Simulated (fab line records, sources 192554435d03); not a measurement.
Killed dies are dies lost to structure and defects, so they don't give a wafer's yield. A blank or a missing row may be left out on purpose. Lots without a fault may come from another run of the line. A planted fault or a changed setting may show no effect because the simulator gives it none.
Chamber matching | flow n5_finfet | N5_BEOL_M1_ETCH_69 on rie_diel-06: 4 sister chambers
The step etches SiARC in CF4, target depth 15.6 nm, time 26 s. 14 wafers are shown with their chamber, then 7 later ones without.

WAFERS WITH THEIR CHAMBER
wafer  | chamber | drypump_motor_current_A (A) | showerhead_plenum_p_Torr (Torr) | etch_rf_on_time_s (s)
L076.3 | 3       | 6.7                         | 2.02                            | 26.7
L076.4 | 1       | 6.0                         | 1.98                            | 26.7
L076.6 | 3       | 6.6                         | 2.02                            | 26.7
L074.1 | 0       | 6.0                         | 2.11                            | 26.3
L074.4 | 1       | 6.0                         | 1.99                            | 26.4
L074.6 | 3       | 6.7                         | 2.02                            | 26.4
L078.1 | 3       | 6.7                         | 2.02                            | 26.5
L078.3 | 1       | 6.0                         | 1.98                            | 26.2
L078.5 | 0       | 6.0                         | 2.11                            | 26.3
L086.1 | 3       | 6.7                         | 2.01                            | 26.8
L086.2 | 2       | 5.6                         | 2.23                            | 27.1
L086.3 | 1       | 6.0                         | 1.98                            | 26.3
L089.1 | 0       | 6.0                         | 2.11                            | 26.2
L089.3 | 2       | 5.6                         | 2.22                            | 27.6

SIGNATURES (means of the wafers above)
reading                  | chamber 0 | chamber 1 | chamber 2 | chamber 3 | scatter within a chamber
drypump_motor_current_A  | 6.000     | 6.000     | 5.600     | 6.680     | 0.0283
showerhead_plenum_p_Torr | 2.1100    | 1.9825    | 2.2250    | 2.0180    | 0.00453
etch_rf_on_time_s        | 26.267    | 26.400    | 27.350    | 26.620    | 0.195
Rule: a wafer's distance from a chamber is the root of the sum, over the readings, of the square of ((its reading less the chamber's mean) divided by the reading's scatter). The wafer belongs to the nearest chamber; if the next one is less than 2 further off, it can't be placed. The scatter: the root of (the sum of the squares of (reading less its chamber's mean) over the shown wafers, divided by (wafers less chambers)).

WAFERS WITHOUT THEIR CHAMBER
wafer  | drypump_motor_current_A (A) | showerhead_plenum_p_Torr (Torr) | etch_rf_on_time_s (s)
L089.6 | 6.7                         | 2.01                            | 26.9
L091.1 | 6.6                         | 2.01                            | 26.6
L091.3 | 6.0                         | 1.98                            | 25.9
L091.4 | 6.0                         | 2.11                            | 25.6
L096.1 | 6.0                         | 2.10                            | 25.5
L096.2 | 6.7                         | 2.01                            | 26.6
L096.6 | 6.0                         | 2.11                            | 25.9

WHICH CHAMBER EACH WENT THROUGH
wafer  | from the rows above | in truth
L089.6 | 3                   | 3
L091.1 | 3                   | 3
L091.3 | 1                   | 1
L091.4 | 0                   | 0
L096.1 | 0                   | 0
L096.2 | 3                   | 3
L096.6 | 0                   | 0
Placed correctly: 7 of 7. Can't be placed from these rows: 0. Placed wrongly: 0.
